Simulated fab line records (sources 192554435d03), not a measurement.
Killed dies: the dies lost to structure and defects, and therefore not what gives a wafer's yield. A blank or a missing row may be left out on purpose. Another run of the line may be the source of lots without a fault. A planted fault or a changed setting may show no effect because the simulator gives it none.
What tool caused it?    flow n5-finfet    24 wafers from 9 lots sampled at 6 of the route's 1938 steps

WHAT THE GAUGES SHOWED, per wafer
N5_BEOL_M3_OCD_MEAS_38. Usual: trench-depth-nm reads 55.5 nm (standard deviation 0.96).
lot   measured      on      trench-depth-nm (nm)  flag
L907  day 7 20:51   ocd-02  55.8 56.4 57.0        
L908  day 7 21:30   ocd-01  54.5 55.4 56.2        
L912  day 9 06:41   ocd-02  54.8 54.6 54.1        
L910  day 9 06:48   ocd-02  56.3 54.1 55.1        
L918  day 11 03:39  ocd-01  54.7 54.0 55.4        
L920  day 11 11:58  ocd-02  56.2 55.9 57.2        
L921  day 11 18:30  ocd-02  56.9 45.1             OFF
L922  day 12 01:16  ocd-02  54.5 47.3             OFF
L923  day 12 06:57  ocd-02  54.2 47.4             OFF

N5_BEOL_M4_RC_MEAS_101. Usual: DIBL_N 35.8 mV/V, standard deviation 1.8; DIBL_P 35.9 mV/V, standard deviation 2.2; IOFF_N 0.16 nA/um, standard deviation 0.035; IOFF_P 0.21 nA/um, standard deviation 0.04; ION_N 672 uA/um, standard deviation 11; ION_P 461 uA/um, standard deviation 7.4; SS_N 71.4 mV/dec, standard deviation 0.64; SS_P 73.2 mV/dec, standard deviation 0.67; VT_N 250 mV, standard deviation 3.5; VT_P -251 mV, standard deviation 3.4.
lot   measured      on         DIBL_N (mV/V)   DIBL_P (mV/V)   IOFF_N (nA/um)  IOFF_P (nA/um)  ION_N (uA/um)  ION_P (uA/um)  SS_N (mV/dec)   SS_P (mV/dec)   VT_N (mV)    VT_P (mV)       flag
L907  day 8 15:26   prober-02  36.6 32.9 34.7  36.8 32.4 33.6  0.18 0.12 0.14  0.25 0.18 0.18  683 659 665    471 458 454    72.0 70.8 71.4  73.6 72.4 72.8  245 255 249  -246 -251 -250  
L908  day 8 20:38   prober-02  37.6 34.5 35.5  39.3 35.6 37.1  0.21 0.15 0.17  0.27 0.21 0.24  679 670 676    467 459 473    72.1 71.0 71.4  73.9 72.9 73.0  247 250 251  -246 -247 -248  
L912  day 9 22:04   prober-02  36.3 38.0 36.0  36.0 39.9 36.2  0.15 0.19 0.15  0.18 0.26 0.19  663 677 667    455 462 458    71.7 71.8 71.1  73.6 74.1 73.6  251 249 249  -253 -249 -251  
L910  day 10 00:50  prober-01  38.6 36.7 35.0  40.7 37.9 36.7  0.21 0.17 0.13  0.24 0.19 0.17  691 683 665    467 459 451    72.3 72.1 71.1  73.7 72.5 72.8  247 249 254  -250 -251 -255  
L918  day 11 19:51  prober-02  34.3 37.1 35.0  34.6 38.2 35.8  0.13 0.19 0.15  0.21 0.28 0.23  658 664 669    462 464 470    71.3 71.2 70.5  73.0 73.7 72.3  253 247 249  -249 -246 -246  
L920  day 12 01:48  prober-02  31.7 34.5 33.8  31.2 35.6 34.5  0.09 0.13 0.12  0.13 0.19 0.18  654 667 667    456 461 469    70.2 70.7 70.6  71.9 73.1 72.2  258 251 251  -256 -251 -251  
L921  day 12 09:31  prober-01  37.6 36.7       37.8 36.8       0.17 0.15       0.19 0.17       671 668        444 446        72.1 72.0       73.8 73.5       251 252      -257 -256       
L922  day 12 16:39  prober-01  37.3 37.0       36.3 35.8       0.18 0.16       0.21 0.20       672 682        458 464        72.0 70.6       73.2 73.4       248 249      -251 -251       
L923  day 12 21:04  prober-01  37.4 36.3       37.5 36.1       0.17 0.17       0.26 0.22       670 671        462 463        71.8 71.5       74.1 73.4       248 250      -245 -247       

EACH LOT AND THE TOOL THAT RAN IT (in order: tool; ch and the chambers of the sampled wafers; start)
lot   N5_BEOL_M3_ETCH_70                 N5_BEOL_M3_VIA_ETCH_34             N5_BEOL_M3_TRENCH_ETCH_37          N5_BEOL_M3_PRE_CLEAN_45
L907  rie-diel-06 ch 0,2,3, day 7 20:29  rie-diel-06 ch 0,2,3, day 7 20:35  rie-diel-06 ch 0,2,3, day 7 20:41  pvd-sputter-03, day 7 21:13
L908  rie-diel-06 ch 1,2,3, day 7 21:08  rie-diel-06 ch 1,2,3, day 7 21:14  rie-diel-06 ch 1,2,3, day 7 21:20  pvd-sputter-01, day 7 21:44
L912  rie-diel-06 ch 0,1,3, day 9 06:20  rie-diel-06 ch 0,1,3, day 9 06:26  rie-diel-06 ch 0,1,3, day 9 06:32  pvd-sputter-01, day 9 07:16
L910  rie-diel-03 ch 0,1,2, day 9 06:27  rie-diel-03 ch 0,1,2, day 9 06:33  rie-diel-03 ch 0,1,2, day 9 06:39  pvd-sputter-02, day 9 07:22
L918  rie-diel-06 ch 1,3, day 11 03:17   rie-diel-06 ch 1,3, day 11 03:23   rie-diel-06 ch 1,3, day 11 03:29   pvd-sputter-03, day 11 03:59
L920  rie-diel-01 ch 1,2, day 11 11:36   rie-diel-01 ch 1,2, day 11 11:42   rie-diel-01 ch 1,2, day 11 11:48   pvd-sputter-03, day 11 12:22
L921  rie-diel-06 ch 1,2, day 11 18:09   rie-diel-06 ch 1,2, day 11 18:15   rie-diel-06 ch 1,2, day 11 18:21   pvd-sputter-01, day 11 18:49
L922  rie-diel-06 ch 0,3, day 12 00:54   rie-diel-06 ch 0,3, day 12 01:00   rie-diel-06 ch 0,3, day 12 01:06   pvd-sputter-03, day 12 01:47
L923  rie-diel-06 ch 0,3, day 12 06:35   rie-diel-06 ch 0,3, day 12 06:41   rie-diel-06 ch 0,3, day 12 06:47   pvd-sputter-02, day 12 07:37
- N5_BEOL_M3_ETCH_70: etches SOC in N2/H2, target depth 80 nm, overetch 16 nm, time 120 s.
- N5_BEOL_M3_VIA_ETCH_34: etches the open film in C4F6/O2, target depth 69.4 nm, time 65.9 s.
- N5_BEOL_M3_TRENCH_ETCH_37: etches SiOC in C4F6/O2, target depth 55.555 nm, time 29.2 s.
- N5_BEOL_M3_PRE_CLEAN_45: time 30 s.

AS READ BY THE TOOLS THEMSELVES (means over the sampled wafers that have a number; for cases with no such wafer, the mark the record gives instead)
N5_BEOL_M3_ETCH_70. Usual: drypump-motor-current-A 5.7 A, standard deviation 0.48; oes-product-au 0.60 a.u., standard deviation 0.059; rf-vpp-V 522.1 V, standard deviation 1.6; showerhead-plenum-p-Torr 2.48 Torr, standard deviation 0.053; throttle-valve-pct 17.87 %, standard deviation 0.21.
lot   tool         drypump-motor-current-A (A)  oes-product-au (a.u.)  rf-vpp-V (V)  showerhead-plenum-p-Torr (Torr)  throttle-valve-pct (%)  flag
L907  rie-diel-06  5.7                          0.60                   521.9         2.48                             17.79                   
L908  rie-diel-06  5.4                          0.56                   521.1         2.46                             17.91                   
L912  rie-diel-06  5.5                          0.60                   521.1         2.44                             17.80                   
L910  rie-diel-03  5.7                          0.59                   523.6         2.54                             18.16                   
L918  rie-diel-06  5.2                          0.55                   520.5         2.42                             17.93                   
L920  rie-diel-01  5.9                          0.65                   522.4         2.47                             17.67                   
L921  rie-diel-06  5.5                          0.55                   522.4         2.46                             17.95                   
L922  rie-diel-06  5.6                          0.59                   521.2         2.44                             17.79                   
L923  rie-diel-06  5.7                          0.59                   521.4         2.44                             17.78                   

N5_BEOL_M3_VIA_ETCH_34. Usual: drypump-motor-current-A 5.7 A, standard deviation 0.48; oes-product-au 0.78 a.u., standard deviation 0.079; rf-vpp-V 660 V, standard deviation 12; showerhead-plenum-p-Torr 2.77 Torr, standard deviation 0.051; throttle-valve-pct 30.79 %, standard deviation 0.23.
lot   tool         drypump-motor-current-A (A)  oes-product-au (a.u.)  rf-vpp-V (V)  showerhead-plenum-p-Torr (Torr)  throttle-valve-pct (%)  flag
L907  rie-diel-06  5.7                          0.79                   656           2.78                             30.73                   
L908  rie-diel-06  5.4                          0.73                   662           2.76                             30.83                   
L912  rie-diel-06  5.5                          0.77                   660           2.74                             30.67                   
L910  rie-diel-03  5.8                          0.77                   666           2.83                             30.98                   
L918  rie-diel-06  5.2                          0.71                   664           2.72                             30.78                   
L920  rie-diel-01  6.0                          0.85                   658           2.77                             30.75                   
L921  rie-diel-06  5.5                          0.71                   656           2.77                             30.92                   
L922  rie-diel-06  5.6                          0.77                   658           2.74                             30.62                   
L923  rie-diel-06  5.6                          0.77                   658           2.74                             30.62                   

N5_BEOL_M3_TRENCH_ETCH_37. Usual: drypump-motor-current-A 5.7 A, standard deviation 0.48; oes-product-au 0.78 a.u., standard deviation 0.08; rf-vpp-V 660 V, standard deviation 12; showerhead-plenum-p-Torr 2.78 Torr, standard deviation 0.051; throttle-valve-pct 20.91 %, standard deviation 0.2.
lot   tool         drypump-motor-current-A (A)  oes-product-au (a.u.)  rf-vpp-V (V)  showerhead-plenum-p-Torr (Torr)  throttle-valve-pct (%)  flag
L907  rie-diel-06  5.7                          0.79                   657           2.78                             20.88                   
L908  rie-diel-06  5.4                          0.73                   661           2.76                             20.95                   
L912  rie-diel-06  5.5                          0.77                   660           2.75                             20.81                   
L910  rie-diel-03  5.7                          0.76                   667           2.84                             21.14                   
L918  rie-diel-06  5.2                          0.71                   666           2.72                             20.89                   
L920  rie-diel-01  5.9                          0.86                   657           2.77                             20.78                   
L921  rie-diel-06  5.5                          0.67                   656           2.77                             20.99                   
L922  rie-diel-06  5.6                          0.74                   660           2.75                             20.82                   
L923  rie-diel-06  5.6                          0.73                   658           2.74                             20.82                   

N5_BEOL_M3_PRE_CLEAN_45. Usual: heater-power-w reads 333 W (standard deviation 25).
lot   tool            heater-power-w (W)  flag
L907  pvd-sputter-03  339                 
L908  pvd-sputter-01  338                 
L912  pvd-sputter-01  328                 
L910  pvd-sputter-02  330                 
L918  pvd-sputter-03  363                 
L920  pvd-sputter-03  360                 
L921  pvd-sputter-01  318                 
L922  pvd-sputter-03  322                 
L923  pvd-sputter-02  327                 

THE ANSWER, worked out from the rows above alone
Rule: take the mean of a lot's wafers that have a number; if it is more than 3 standard deviations from the usual mean, the lot is off. A lot without any number at a reading at which 4 lots or more have one is off too. The other lots that the step has rows for count as sound. The gauges are gone through in route order, then the tools' own readings, and for those a lot's mean is taken as printed above. The first step at which some lot is off is used, and at that step the reading that is off furthest; a lot without a number counts as furthest.
Off, at N5_BEOL_M3_OCD_MEAS_38 on trench-depth-nm: L921, L922, L923.
A tool fits if, at a process step before that reading, it ran every lot that is off, and no sound lot after the first of them. Those tools and the gauges at N5_BEOL_M3_OCD_MEAS_38 are tried in the same way. This does not decide it: 2 tools fit, namely rie-diel-06 at N5_BEOL_M3_ETCH_70 and N5_BEOL_M3_VIA_ETCH_34 and N5_BEOL_M3_TRENCH_ETCH_37 and ocd-02 at N5_BEOL_M3_OCD_MEAS_38.

WHAT THE SIMULATOR HAD PUT IN
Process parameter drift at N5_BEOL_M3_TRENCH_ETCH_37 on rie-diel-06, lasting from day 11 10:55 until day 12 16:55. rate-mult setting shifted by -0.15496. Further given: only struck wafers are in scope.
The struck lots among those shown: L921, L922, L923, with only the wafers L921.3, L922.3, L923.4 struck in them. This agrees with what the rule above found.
